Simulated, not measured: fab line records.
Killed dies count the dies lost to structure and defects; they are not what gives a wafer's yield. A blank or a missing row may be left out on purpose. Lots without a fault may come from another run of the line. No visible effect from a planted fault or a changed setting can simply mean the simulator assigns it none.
Which tool was responsible? || flow nand_harc || 11 lots with 33 wafers sampled at 6 steps, on a route of 1302 steps

== WHAT THE GAUGES SHOWED, per wafer ==
NHARC_A_SIN_REMOVE_INSPECT_04.
{"lot": "L605", "measured": "day 21 07:31", "on": "defect_inspect-01", "raw_defect_count": "336 367 320"}
{"lot": "L608", "measured": "day 21 15:25", "on": "defect_inspect-01", "raw_defect_count": "307 260 298"}
{"lot": "L606", "measured": "day 21 21:09", "on": "defect_inspect-01", "raw_defect_count": "301 358 357"}
{"lot": "L610", "measured": "day 22 00:31", "on": "defect_inspect-01", "raw_defect_count": "490 318 392"}
{"lot": "L611", "measured": "day 22 18:21", "on": "defect_inspect-01", "raw_defect_count": "705 361 363"}
{"lot": "L612", "measured": "day 24 01:50", "on": "defect_inspect-02", "raw_defect_count": "386 316 333"}
{"lot": "L614", "measured": "day 24 17:18", "on": "defect_inspect-01", "raw_defect_count": "381 442 423"}
{"lot": "L616", "measured": "day 25 04:18", "on": "defect_inspect-01", "raw_defect_count": "320 281 308"}
{"lot": "L617", "measured": "day 26 02:37", "on": "defect_inspect-02", "raw_defect_count": "396 281 250"}
{"lot": "L626", "measured": "day 29 09:26", "on": "defect_inspect-02", "raw_defect_count": "1836 304 486"}
{"lot": "L628", "measured": "day 30 00:58", "on": "defect_inspect-02", "raw_defect_count": "431 330 375"}

NHARC_END_SORT_01.
{"lot": "L626", "measured": "day 33 07:29", "on": "prober-02", "killed_at_array": "158 66 33", "killed_at_other": "0 0 0", "killed_at_periphery": "3 3 5", "killed_dies": "161 69 38", "killed_open": "4 3 4", "killed_short": "2 4 2"}

== WHAT TOOL EACH LOT RAN ON (gives the tool, then ch and the chambers of the sampled wafers, and finally the start) ==
{"lot": "L605", "NHARC_A_SLIT_ETCH_29": "rie_diel-03 ch 0,1,3, day 21 00:18", "NHARC_A_SIN_REMOVE_PRECLEAN_01": "wet_bench-03 ch 0,3,6, day 21 07:20", "NHARC_A_WL_FILL_ALD_00": "ald_hk-01 ch 0,2,3, day 21 07:35", "NHARC_A_WL_FILL_CVD_03": "cvd_w-02 ch 0,1, day 21 08:30"}
{"lot": "L608", "NHARC_A_SLIT_ETCH_29": "rie_diel-03 ch 0,1,2, day 21 08:19", "NHARC_A_SIN_REMOVE_PRECLEAN_01": "wet_bench-02 ch 0,6,7, day 21 15:13", "NHARC_A_WL_FILL_ALD_00": "ald_hk-04 ch 1,2, day 21 15:40", "NHARC_A_WL_FILL_CVD_03": "cvd_w-02 ch 0,1, day 21 16:34"}
{"lot": "L606", "NHARC_A_SLIT_ETCH_29": "rie_diel-02 ch 1,3, day 21 13:59", "NHARC_A_SIN_REMOVE_PRECLEAN_01": "wet_bench-02 ch 0,2,7, day 21 20:59", "NHARC_A_WL_FILL_ALD_00": "ald_hk-04 ch 1,2,3, day 21 21:15", "NHARC_A_WL_FILL_CVD_03": "cvd_w-01 ch 1, day 21 22:08"}
{"lot": "L610", "NHARC_A_SLIT_ETCH_29": "rie_diel-05 ch 1,2,3, day 21 16:14", "NHARC_A_SIN_REMOVE_PRECLEAN_01": "wet_bench-03 ch 0,3,7, day 22 00:20", "NHARC_A_WL_FILL_ALD_00": "ald_hk-01 ch 1,2,3, day 22 00:40", "NHARC_A_WL_FILL_CVD_03": "cvd_w-02 ch 0,1, day 22 01:33"}
{"lot": "L611", "NHARC_A_SLIT_ETCH_29": "rie_diel-03 ch 0,2,3, day 22 11:09", "NHARC_A_SIN_REMOVE_PRECLEAN_01": "wet_bench-03 ch 2,4,6, day 22 18:10", "NHARC_A_WL_FILL_ALD_00": "ald_hk-04 ch 1,2,3, day 22 18:25", "NHARC_A_WL_FILL_CVD_03": "cvd_w-02 ch 0,1, day 22 19:20"}
{"lot": "L612", "NHARC_A_SLIT_ETCH_29": "rie_diel-05 ch 1,3, day 23 18:40", "NHARC_A_SIN_REMOVE_PRECLEAN_01": "wet_bench-02 ch 1,2,7, day 24 01:40", "NHARC_A_WL_FILL_ALD_00": "ald_hk-01 ch 0,3, day 24 01:55", "NHARC_A_WL_FILL_CVD_03": "cvd_w-02 ch 0,1, day 24 02:53"}
{"lot": "L614", "NHARC_A_SLIT_ETCH_29": "rie_diel-02 ch 0,1, day 24 10:51", "NHARC_A_SIN_REMOVE_PRECLEAN_01": "wet_bench-02 ch 1,3,4, day 24 17:08", "NHARC_A_WL_FILL_ALD_00": "ald_hk-04 ch 2,3, day 24 17:22", "NHARC_A_WL_FILL_CVD_03": "cvd_w-01 ch 0,1, day 24 18:21"}
{"lot": "L616", "NHARC_A_SLIT_ETCH_29": "rie_diel-03 ch 0,1,3, day 24 21:17", "NHARC_A_SIN_REMOVE_PRECLEAN_01": "wet_bench-01 ch 0,5,7, day 25 04:08", "NHARC_A_WL_FILL_ALD_00": "ald_hk-01 ch 0,1, day 25 05:02", "NHARC_A_WL_FILL_CVD_03": "cvd_w-02 ch 0,1, day 25 06:27"}
{"lot": "L617", "NHARC_A_SLIT_ETCH_29": "rie_diel-02 ch 0,2,3, day 25 19:28", "NHARC_A_SIN_REMOVE_PRECLEAN_01": "wet_bench-03 ch 0,4,6, day 26 02:26", "NHARC_A_WL_FILL_ALD_00": "ald_hk-03 ch 1,2,3, day 26 02:43", "NHARC_A_WL_FILL_CVD_03": "cvd_w-02 ch 0, day 26 03:41"}
{"lot": "L626", "NHARC_A_SLIT_ETCH_29": "rie_diel-03 ch 0,2,3, day 29 02:13", "NHARC_A_SIN_REMOVE_PRECLEAN_01": "wet_bench-02 ch 3,4,7, day 29 09:15", "NHARC_A_WL_FILL_ALD_00": "ald_hk-04 ch 0,1,2, day 29 09:34", "NHARC_A_WL_FILL_CVD_03": "cvd_w-02 ch 0,1, day 29 10:47"}
{"lot": "L628", "NHARC_A_SLIT_ETCH_29": "rie_diel-02 ch 0,2,3, day 29 17:50", "NHARC_A_SIN_REMOVE_PRECLEAN_01": "wet_bench-03 ch 1,6,7, day 30 00:47", "NHARC_A_WL_FILL_ALD_00": "ald_hk-04 ch 0,1,3, day 30 01:08", "NHARC_A_WL_FILL_CVD_03": "cvd_w-02 ch 1, day 30 02:07"}
- NHARC_A_SLIT_ETCH_29: etches the open film in CF4/O2, target depth 100 nm, overetch 10 nm, time 55 s.
- NHARC_A_SIN_REMOVE_PRECLEAN_01: cleans in SC1.
- NHARC_A_WL_FILL_ALD_00: deposits Al2O3, target thk 3 nm, pulse time 3 s, ald cycles 30.
- NHARC_A_WL_FILL_CVD_03: deposits W, target thk 40 nm, time 279 s.

== AS READ BY THE TOOLS THEMSELVES (means over the sampled wafers that have a number; for cases with no such wafer, the mark the record gives instead) ==
NHARC_A_SLIT_ETCH_29.
{"lot": "L605", "tool": "rie_diel-03", "drypump_motor_current_A (A)": 6.4, "mfc_ar_sccm (sccm)": 0.005, "oes_ar_750_au (a.u.)": 1.003, "oes_product_au (a.u.)": 1.001, "rf_vpp_V (V)": 198.3, "showerhead_plenum_p_Torr (Torr)": 1.31, "throttle_valve_pct (%)": 13.395}
{"lot": "L608", "tool": "rie_diel-03", "drypump_motor_current_A (A)": 6.0, "mfc_ar_sccm (sccm)": 0.018, "oes_ar_750_au (a.u.)": 0.998, "oes_product_au (a.u.)": 0.990, "rf_vpp_V (V)": 197.7, "showerhead_plenum_p_Torr (Torr)": 1.32, "throttle_valve_pct (%)": 13.397}
{"lot": "L606", "tool": "rie_diel-02", "drypump_motor_current_A (A)": 5.9, "mfc_ar_sccm (sccm)": 0.012, "oes_ar_750_au (a.u.)": 1.000, "oes_product_au (a.u.)": 0.982, "rf_vpp_V (V)": 197.7, "showerhead_plenum_p_Torr (Torr)": 1.36, "throttle_valve_pct (%)": 13.389}
{"lot": "L610", "tool": "rie_diel-05", "drypump_motor_current_A (A)": 5.9, "mfc_ar_sccm (sccm)": 0.009, "oes_ar_750_au (a.u.)": 0.998, "oes_product_au (a.u.)": 0.996, "rf_vpp_V (V)": 197.7, "showerhead_plenum_p_Torr (Torr)": 1.34, "throttle_valve_pct (%)": 13.392}
{"lot": "L611", "tool": "rie_diel-03", "drypump_motor_current_A (A)": 6.1, "mfc_ar_sccm (sccm)": 0.018, "oes_ar_750_au (a.u.)": 1.003, "oes_product_au (a.u.)": 1.004, "rf_vpp_V (V)": 198.2, "showerhead_plenum_p_Torr (Torr)": 1.33, "throttle_valve_pct (%)": 13.388}
{"lot": "L612", "tool": "rie_diel-05", "drypump_motor_current_A (A)": 5.5, "mfc_ar_sccm (sccm)": 0.009, "oes_ar_750_au (a.u.)": 1.000, "oes_product_au (a.u.)": 1.002, "rf_vpp_V (V)": 197.9, "showerhead_plenum_p_Torr (Torr)": 1.33, "throttle_valve_pct (%)": 13.394}
{"lot": "L614", "tool": "rie_diel-02", "drypump_motor_current_A (A)": 5.6, "mfc_ar_sccm (sccm)": 0.023, "oes_ar_750_au (a.u.)": 0.998, "oes_product_au (a.u.)": 0.995, "rf_vpp_V (V)": 198.2, "showerhead_plenum_p_Torr (Torr)": 1.36, "throttle_valve_pct (%)": 13.402}
{"lot": "L616", "tool": "rie_diel-03", "drypump_motor_current_A (A)": 6.4, "mfc_ar_sccm (sccm)": 0.005, "oes_ar_750_au (a.u.)": 1.003, "oes_product_au (a.u.)": 0.994, "rf_vpp_V (V)": 196.8, "showerhead_plenum_p_Torr (Torr)": 1.31, "throttle_valve_pct (%)": 13.397}
{"lot": "L617", "tool": "rie_diel-02", "drypump_motor_current_A (A)": 5.9, "mfc_ar_sccm (sccm)": 0.015, "oes_ar_750_au (a.u.)": 1.001, "oes_product_au (a.u.)": 0.991, "rf_vpp_V (V)": 197.5, "showerhead_plenum_p_Torr (Torr)": 1.35, "throttle_valve_pct (%)": 13.394}
{"lot": "L626", "tool": "rie_diel-03", "drypump_motor_current_A (A)": 6.1, "mfc_ar_sccm (sccm)": 0.018, "oes_ar_750_au (a.u.)": 0.998, "oes_product_au (a.u.)": 1.004, "rf_vpp_V (V)": 197.2, "showerhead_plenum_p_Torr (Torr)": 1.33, "throttle_valve_pct (%)": 13.401}
{"lot": "L628", "tool": "rie_diel-02", "drypump_motor_current_A (A)": 5.9, "mfc_ar_sccm (sccm)": 0.015, "oes_ar_750_au (a.u.)": 0.992, "oes_product_au (a.u.)": 0.999, "rf_vpp_V (V)": 197.6, "showerhead_plenum_p_Torr (Torr)": 1.34, "throttle_valve_pct (%)": 13.400}

NHARC_A_SIN_REMOVE_PRECLEAN_01.
{"lot": "L605", "tool": "wet_bench-03", "bath_heat_duty_pct (%)": 6.6}
{"lot": "L608", "tool": "wet_bench-02", "bath_heat_duty_pct (%)": 6.7}
{"lot": "L606", "tool": "wet_bench-02", "bath_heat_duty_pct (%)": 6.9}
{"lot": "L610", "tool": "wet_bench-03", "bath_heat_duty_pct (%)": 6.5}
{"lot": "L611", "tool": "wet_bench-03", "bath_heat_duty_pct (%)": 7.5}
{"lot": "L612", "tool": "wet_bench-02", "bath_heat_duty_pct (%)": 7.5}
{"lot": "L614", "tool": "wet_bench-02", "bath_heat_duty_pct (%)": 7.9}
{"lot": "L616", "tool": "wet_bench-01", "bath_heat_duty_pct (%)": 6.7}
{"lot": "L617", "tool": "wet_bench-03", "bath_heat_duty_pct (%)": 7.4}
{"lot": "L626", "tool": "wet_bench-02", "bath_heat_duty_pct (%)": 7.8}
{"lot": "L628", "tool": "wet_bench-03", "bath_heat_duty_pct (%)": 6.8}

NHARC_A_WL_FILL_ALD_00.
{"lot": "L605", "tool": "ald_hk-01", "heater_power_w (W)": 463, "precursor_pulse_height_rel": 0.992}
{"lot": "L608", "tool": "ald_hk-04", "heater_power_w (W)": 536, "precursor_pulse_height_rel": 1.008}
{"lot": "L606", "tool": "ald_hk-04", "heater_power_w (W)": 537, "precursor_pulse_height_rel": 1.016}
{"lot": "L610", "tool": "ald_hk-01", "heater_power_w (W)": 444, "precursor_pulse_height_rel": 0.997}
{"lot": "L611", "tool": "ald_hk-04", "heater_power_w (W)": 530, "precursor_pulse_height_rel": 0.985}
{"lot": "L612", "tool": "ald_hk-01", "heater_power_w (W)": 456, "precursor_pulse_height_rel": 0.998}
{"lot": "L614", "tool": "ald_hk-04", "heater_power_w (W)": 574, "precursor_pulse_height_rel": 1.016}
{"lot": "L616", "tool": "ald_hk-01", "heater_power_w (W)": 425, "precursor_pulse_height_rel": 0.979}
{"lot": "L617", "tool": "ald_hk-03", "heater_power_w (W)": 513, "precursor_pulse_height_rel": 1.005}
{"lot": "L626", "tool": "ald_hk-04", "heater_power_w (W)": 512, "precursor_pulse_height_rel": 0.990}
{"lot": "L628", "tool": "ald_hk-04", "heater_power_w (W)": 500, "precursor_pulse_height_rel": 0.985}

NHARC_A_WL_FILL_CVD_03.
{"lot": "L605", "tool": "cvd_w-02", "heater_power_w (W)": 526, "mfc_ar_sccm (sccm)": 1560, "mfc_h2_sccm (sccm)": 1601, "throttle_valve_pct (%)": 8.2}
{"lot": "L608", "tool": "cvd_w-02", "heater_power_w (W)": 538, "mfc_ar_sccm (sccm)": 1559, "mfc_h2_sccm (sccm)": 1606, "throttle_valve_pct (%)": 8.0}
{"lot": "L606", "tool": "cvd_w-01", "heater_power_w (W)": 505, "mfc_ar_sccm (sccm)": 1562, "mfc_h2_sccm (sccm)": 1605, "throttle_valve_pct (%)": 8.6}
{"lot": "L610", "tool": "cvd_w-02", "heater_power_w (W)": 544, "mfc_ar_sccm (sccm)": 1564, "mfc_h2_sccm (sccm)": 1600, "throttle_valve_pct (%)": 8.0}
{"lot": "L611", "tool": "cvd_w-02", "heater_power_w (W)": 535, "mfc_ar_sccm (sccm)": 1558, "mfc_h2_sccm (sccm)": 1601, "throttle_valve_pct (%)": 8.1}
{"lot": "L612", "tool": "cvd_w-02", "heater_power_w (W)": 542, "mfc_ar_sccm (sccm)": 1561, "mfc_h2_sccm (sccm)": 1596, "throttle_valve_pct (%)": 8.1}
{"lot": "L614", "tool": "cvd_w-01", "heater_power_w (W)": 411, "mfc_ar_sccm (sccm)": 1565, "mfc_h2_sccm (sccm)": 1600, "throttle_valve_pct (%)": 7.8}
{"lot": "L616", "tool": "cvd_w-02", "heater_power_w (W)": 526, "mfc_ar_sccm (sccm)": 1563, "mfc_h2_sccm (sccm)": 1600, "throttle_valve_pct (%)": 8.4}
{"lot": "L617", "tool": "cvd_w-02", "heater_power_w (W)": 508, "mfc_ar_sccm (sccm)": 1552, "mfc_h2_sccm (sccm)": 1601, "throttle_valve_pct (%)": 8.6}
{"lot": "L626", "tool": "cvd_w-02", "heater_power_w (W)": 511, "mfc_ar_sccm (sccm)": 1557, "mfc_h2_sccm (sccm)": 1600, "throttle_valve_pct (%)": 8.2}
{"lot": "L628", "tool": "cvd_w-02", "heater_power_w (W)": 519, "mfc_ar_sccm (sccm)": 1559, "mfc_h2_sccm (sccm)": 1603, "throttle_valve_pct (%)": 8.0}

== THE ANSWER, worked out from the rows above alone ==
Rule: the lots themselves supply what counts as usual. The widest of any qualifying gaps counts: lots, ordered by their means at a reading, are off when they make up no more than a third of the lots, leave a main group of 4 or more, and stand apart from it by 3 or more times the standard deviation of that group's means. If all means in a main group match to the digits the tables above print for the reading, that group is not used. Also off: a lot with no number at a reading for which 4 or more lots have one. All remaining lots with rows at the step are treated as sound. Order of review: gauges by route order, followed by the tools' own readings, for which a lot's mean as printed above is used. At the first step where some lot is off, the reading lying furthest off is the one used; lots without a number count as furthest.
Off: L626, at NHARC_A_SIN_REMOVE_INSPECT_04 (raw_defect_count). The main group: mean 360, standard deviation 55.
If a tool, at a process step before that reading, ran all the lots that are off and no sound lot after the first of them, it fits. The gauges at NHARC_A_SIN_REMOVE_INSPECT_04 are tried like those tools. Undecided on this evidence; 2 tools fit (rie_diel-03 at NHARC_A_SLIT_ETCH_29, wet_bench-02 at NHARC_A_SIN_REMOVE_PRECLEAN_01).

== WHAT WAS PUT IN BY THE SIMULATOR ==
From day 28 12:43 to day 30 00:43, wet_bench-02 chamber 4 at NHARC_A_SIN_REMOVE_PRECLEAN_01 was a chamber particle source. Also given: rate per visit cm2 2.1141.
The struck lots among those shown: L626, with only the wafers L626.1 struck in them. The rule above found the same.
